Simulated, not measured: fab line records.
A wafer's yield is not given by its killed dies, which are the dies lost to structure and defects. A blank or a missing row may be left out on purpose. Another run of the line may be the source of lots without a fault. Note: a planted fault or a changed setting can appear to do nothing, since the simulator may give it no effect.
fab line records	flow n5Finfet
[record] lots = 7	wafers = 21	lastDay = 18
route steps=1938 shown BEOL_M9@1448
lots untouched by any fault: they come from a run of this same line in which no faults occurred
startH: the number of hours between the record's first day and the start of the first shown wafer of the lot	waitH: how many hours have passed since the lot's step before this one	" as in the row above	L1.1+2: one row covering several wafers at once	- no value present, or no start provided	* or withheld: withheld	< > ~ a bound
route shown NAME@n: names a module that has steps shown in the file, with the first one's number in the route	usual: mean and standard deviation over wafers with no fault	same: alike in all rows	chamber/n: place in a boat	sites: the reading at each site	_std_site: how widely they spread, as a standard deviation	_edge_site: outer sites' mean less inner sites'	radiusMm: how far each site lies from the wafer's centre	mask NAME#n: copy n	behind: tool/chamber where the wafer was last shaped	hold: why the lot was held/for how many hours/how that ended	device: names the non-switching transistor (n, p or np)	end of line: tests of these same wafers at the route's end	a step without rows: its recipe alone	killed: count of dies lost to structure and defects at first sort (not the wafer's yield)	map: a wafer's dies, marking killed ones x, the rest . and places with no die _
set.NAME: the run value of the setting; set.NAME@STEP: its run value at that earlier step	model.NAME: the simulator's own value behind a step, which no gauge read
lots seen at some steps along the route; tables by step, rows by wafer
services: a tool's chamber out of use, with start hour (startH, from the record's first day; less than 0 if before it), hours out, and reason
[[steps]]
[step N5_BEOL_M9_STRIP_80]
[recipe] chemistry = N2/H2	timeS = 10	powerW = 450	tempC = 40	pressureMtorr = 20	rfFrequencyHz = 6e+07	biasPowerW = 7	n2FlowSccm = 200	h2FlowSccm = 200
[step N5_BEOL_M9_OCD_MEAS_38]
[usual] trenchDepthNm = 150.9/2.4
lot.wafer	tool	chamber	startH	waitH	trenchDepthNm
L961.4	ocd-02	-	209.55	-	150.4
L961.5	"	-	"	"	150.0
L961.6	"	-	"	"	150.1
L962.2	ocd-02	-	214.87	-	146.4
L962.5	"	-	"	"	152.4
L962.6	"	-	"	"	151.4
L964.3	ocd-02	-	224.50	-	147.6
L964.4	"	-	"	"	149.9
L964.6	"	-	"	"	148.7
L968.1	ocd-02	-	242.78	-	153.9
L968.2	"	-	"	"	150.5
L968.6	"	-	"	"	154.7
L977.2	ocd-02	-	296.50	-	146.8
L977.3	"	-	"	"	151.2
L977.6	"	-	"	"	146.6
L980.2	ocd-01	-	330.87	-	145.3
L980.3	"	-	"	"	151.4
L980.6	"	-	"	"	151.0
L983.2	ocd-02	-	359.96	-	148.9
L983.4	"	-	"	"	145.1
L983.6	"	-	"	"	148.2
[step N5_BEOL_M9_HM_STRIP_39]
[recipe] chemistry = peroxideTinStrip	material = TiN	targetDepthA = 250	tempC = 50	timeS = 158
[step N5_BEOL_M9_SRD_40]
[recipe] timeS = 30	tempC = 23	rinseLiquid = diw	dry = ipaMarangoni
[step N5_BEOL_M9_PRECLEAN_42]
[recipe] chemistry = residueRemover	timeS = 60	tempC = 40
[step N5_BEOL_M9_SRD_43]
[recipe] timeS = 30	tempC = 23	rinseLiquid = diw	dry = ipaMarangoni
[step N5_BEOL_M9_CD_MEAS_35]
[recipe] targetCdNm = 70	targetCdYNm = 40	polarity = opening
[usual] cdNm = 70.1/0.51
lot.wafer	tool	chamber	startH	waitH	cdNm
L961.4	cdSem-01	-	209.71	0.0	70.6
L961.5	"	-	"	"	70.9
L961.6	"	-	"	"	70.6
L962.2	cdSem-02	-	215.03	0.0	70.7
L962.5	"	-	"	"	69.8
L962.6	"	-	"	"	70.5
L964.3	cdSem-01	-	224.66	0.0	69.8
L964.4	"	-	"	"	69.7
L964.6	"	-	"	"	70.2
L968.1	cdSem-01	-	242.93	0.0	70.1
L968.2	"	-	"	"	70.6
L968.6	"	-	"	"	69.4
L977.2	cdSem-03	-	296.65	0.0	70.8
L977.3	"	-	"	"	70.1
L977.6	"	-	"	"	70.2
L980.2	cdSem-01	-	331.03	0.0	70.0
L980.3	"	-	"	"	70.3
L980.6	"	-	"	"	70.4
L983.2	cdSem-01	-	360.11	0.0	69.8
L983.4	"	-	"	"	70.4
L983.6	"	-	"	"	69.8
[step N5_BEOL_M9_CURE_72]
[recipe] tempC = 370	timeS = 120	ambient = DMADMS/He	material = SiCOH_lowk
[usual] lampPowerPct = 52.32/0.05	wafer_temp_C_max = 372.0/0.62
lot.wafer	tool	chamber	startH	waitH	lampPowerPct	wafer_temp_C_max
L961.4	uvCure-01	2	210.42	0.7	52.28	371.5
L961.5	"	2	"	"	52.28	371.3
L961.6	"	2	"	"	52.37	371.8
L962.2	uvCure-03	1	215.12	0.1	52.31	372.0
L962.5	"	1	"	"	52.28	370.9
L962.6	"	1	"	"	52.28	371.5
L964.3	uvCure-03	1	224.80	0.1	52.33	371.3
L964.4	"	1	"	"	52.40	371.4
L964.6	"	1	"	"	52.33	371.2
L968.1	uvCure-01	0	242.97	0.0	52.37	372.5
L968.2	"	0	"	"	52.39	371.8
L968.6	"	0	"	"	52.29	372.3
L977.2	uvCure-01	1	296.74	0.1	52.26	371.3
L977.3	"	1	"	"	52.35	371.6
L977.6	"	1	"	"	52.19	371.2
L980.2	uvCure-02	2	331.28	0.2	52.31	371.5
L980.3	"	2	"	"	52.36	371.3
L980.6	"	2	"	"	52.41	371.6
L983.2	uvCure-03	2	360.20	0.1	52.28	372.9
L983.4	"	2	"	"	52.23	373.5
L983.6	"	2	"	"	52.29	373.4
[step N5_BEOL_M9_DEGAS_44]
[recipe] ambient = vacuum	tempC = 250	timeS = 60
[usual] heaterPowerW = 336/34
lot.wafer	tool	chamber	startH	waitH	heaterPowerW
L961.4	pvdSputter-03	-	212.03	1.6	370
L961.5	"	-	"	"	299
L961.6	"	-	"	"	362
L962.2	pvdSputter-01	-	215.46	0.3	342
L962.5	"	-	"	"	274
L962.6	"	-	"	"	336
L964.3	pvdSputter-02	-	225.09	0.2	334
L964.4	"	-	"	"	371
L964.6	"	-	"	"	333
L968.1	pvdSputter-03	-	243.39	0.4	411
L968.2	"	-	"	"	303
L968.6	"	-	"	"	398
L977.2	pvdSputter-03	-	297.45	0.7	368
L977.3	"	-	"	"	304
L977.6	"	-	"	"	368
L980.2	pvdSputter-02	-	331.57	0.2	339
L980.3	"	-	"	"	319
L980.6	"	-	"	"	350
L983.2	pvdSputter-02	-	360.74	0.5	343
L983.4	"	-	"	"	320
L983.6	"	-	"	"	361
[step N5_BEOL_M9_PRE_CLEAN_45]
[recipe] gas = H2/He	timeS = 30	tempC = 250
[usual] heaterPowerW = 336/36
lot.wafer	tool	chamber	startH	waitH	heaterPowerW
L961.4	pvdSputter-03	-	212.07	0.0	365
L961.5	"	-	"	"	293
L961.6	"	-	"	"	361
L962.2	pvdSputter-01	-	215.50	0.0	337
L962.5	"	-	"	"	279
L962.6	"	-	"	"	334
L964.3	pvdSputter-02	-	225.13	0.0	339
L964.4	"	-	"	"	367
L964.6	"	-	"	"	344
L968.1	pvdSputter-03	-	243.43	0.0	400
L968.2	"	-	"	"	297
L968.6	"	-	"	"	398
L977.2	pvdSputter-03	-	297.49	0.0	364
L977.3	"	-	"	"	299
L977.6	"	-	"	"	363
L980.2	pvdSputter-02	-	331.61	0.0	334
L980.3	"	-	"	"	326
L980.6	"	-	"	"	356
L983.2	pvdSputter-02	-	360.78	0.0	334
L983.4	"	-	"	"	330
L983.6	"	-	"	"	357
[step N5_BEOL_M9_ALD_74]
[recipe] material = TaN	targetThkA = 20	tempC = 275	aldPrecursorFamily = PDMAT	aldCoReactant = NH3	pressureTorr = 3	carrierFlowSccm = 1500	pulseTimeS = 2	purgeTimeS = 3	coReactantPurgeTimeS = 2	coReactantPulseTimeS = 3	aldCycles = 40	precursorVesselTempC = 75	precursorVesselPressureTorr = 26.25	precursorVesselCarrierSccm = 1000
[usual] heaterPowerW = 414/39	precursorVesselCarrierSccm = 1000/3
[same] aldCycles = 40	coReactantPurgeTimeS = 2
lot.wafer	tool	chamber	startH	waitH	heaterPowerW	precursorVesselCarrierSccm
L961.4	aldMetal-03	2	212.36	0.3	425	992
L961.5	"	0	"	"	394	1001
L961.6	"	3	"	"	426	1003
L962.2	aldMetal-02	2	215.65	0.1	356	1000
L962.5	"	0	"	"	445	1000
L962.6	"	3	"	"	390	1001
L964.3	aldMetal-04	3	225.19	0.0	517	1003
L964.4	"	2	"	"	442	1001
L964.6	"	3	"	"	516	1005
L968.1	aldMetal-03	2	243.50	0.0	422	1001
L968.2	"	0	"	"	395	1005
L968.6	"	1	"	"	385	1002
L977.2	aldMetal-03	0	297.55	0.0	397	998
L977.3	"	3	"	"	416	997
L977.6	"	2	"	"	424	1002
L980.2	aldMetal-04	1	331.67	0.0	456	1004
L980.3	"	3	"	"	517	999
L980.6	"	1	"	"	461	1001
L983.2	aldMetal-04	0	360.84	0.0	444	1001
L983.4	"	2	"	"	429	1001
L983.6	"	1	"	"	459	998
[step N5_BEOL_M9_SURFACE_TREAT_79]
[recipe] gas = Ar	timeS = *	ionEnergyEv = *	ionCurrentMaCm2 = 0.5	pressureMtorr = *	arFlowSccm = 30
[step N5_BEOL_M9_CVD_78]
[recipe] material = Co	targetThkA = 20	tempC = withheld	precursor = CCTBA/H2	pressureTorr = 30	timeS = 138.9
[usual] runLengthS = 162.2/0.45
lot.wafer	tool	chamber	startH	waitH	runLengthS
L961.4	cvdCo-01	1	213.05	0.3	161.7
L961.5	"	0	"	"	162.8
L961.6	"	2	"	"	162.7
L962.2	cvdCo-01	1	216.13	0.0	161.5
L962.5	"	2	"	"	108.0
L962.6	"	1	"	"	107.2
L964.3	cvdCo-01	1	225.70	0.1	161.6
L964.4	"	0	"	"	162.4
L964.6	"	2	"	"	108.6
L968.1	cvdCo-01	2	243.87	0.0	108.3
L968.2	"	0	"	"	162.4
L968.6	"	2	"	"	108.0
L977.2	cvdCo-02	2	297.93	0.0	161.9
L977.3	"	0	"	"	162.4
L977.6	"	0	"	"	161.8
L980.2	cvdCo-02	0	332.03	0.1	161.7
L980.3	"	2	"	"	162.0
L980.6	"	0	"	"	161.6
L983.2	cvdCo-01	1	361.24	0.1	161.7
L983.4	"	1	"	"	161.5
L983.6	"	2	"	"	162.9
[step N5_BEOL_M9_SPUTTER_48]
[recipe] material = Cu	targetThkA = 120	tempC = -20	biasV = 60	powerW = 26000	chamberPressurePa = 0.13	timeS = 2
[usual] throttleValvePct = 30.8/0.79
lot.wafer	tool	chamber	startH	waitH	throttleValvePct
L961.4	pvdSputter-03	-	213.13	0.0	30.2
L961.5	"	-	"	"	30.3
L961.6	"	-	"	"	30.6
L962.2	pvdSputter-02	-	216.25	0.1	31.4
L962.5	"	-	"	"	31.1
L962.6	"	-	"	"	32.3
L964.3	pvdSputter-02	-	225.81	0.1	30.9
L964.4	"	-	"	"	32.1
L964.6	"	-	"	"	31.1
L968.1	pvdSputter-01	-	244.05	0.1	32.0
L968.2	"	-	"	"	30.8
L968.6	"	-	"	"	30.6
L977.2	pvdSputter-01	-	298.23	0.3	31.3
L977.3	"	-	"	"	30.7
L977.6	"	-	"	"	31.8
L980.2	pvdSputter-01	-	332.24	0.2	32.3
L980.3	"	-	"	"	30.4
L980.6	"	-	"	"	31.6
L983.2	pvdSputter-01	-	361.35	0.1	30.8
L983.4	"	-	"	"	30.5
L983.6	"	-	"	"	32.1
[[services]]
tool	chamber	startH	hours	kind
aldMetal-03	0	200.79	3.8	repair
aldMetal-03	-	209.31	2.8	pm
uvCure-03	-	213.10	1.4	repair
aldMetal-03	1	214.47	7.8	repair
cvdCo-02	-	225.46	0.6	repair
aldMetal-02	1	229.45	7.2	repair
uvCure-02	-	231.35	0.9	repair
uvCure-01	-	234.10	7.5	pm
uvCure-03	-	244.42	7.1	pm
aldMetal-03	-	248.90	1.1	repair
uvCure-02	-	260.00	7.5	pm
aldMetal-03	3	261.07	3.2	repair
uvCure-01	-	271.15	0.8	repair
uvCure-02	-	283.03	0.3	repair
aldMetal-02	0	296.44	26.8	repair
aldMetal-03	-	319.65	0.3	repair
uvCure-02	-	323.36	7.1	pm
cvdCo-01	1	333.33	-	clean
cvdCo-01	1	333.33	22.0	scheduledDown
aldMetal-03	-	337.25	14.0	pm
uvCure-01	-	341.82	2.8	pm
pvdSputter-02	-	347.06	1.0	repair
aldMetal-02	-	347.97	14.6	pm
cvdCo-01	-	350.63	0.7	repair
[[key]]
[firstSign] step = N5_BEOL_M9_CVD_78	reading = runLengthS	direction = down	sigmas = 99+	usual = *	struck = *
effect none on later readings
metAt N5_BEOL_M9_CVD_78
struckWafers L962.5,L962.6,L964.6,L968.1,L968.6
onsetBetween 213.05 216.13
[fault] kind = processParameterDrift	tool = cvdCo-01	chamber = -	onsetH = 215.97	steps = N5_BEOL_M9_CVD_78	channel = timeS	offset = *	shape = step	endH = 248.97	scope = struckWafersOnly	actsIn = *	stated = *
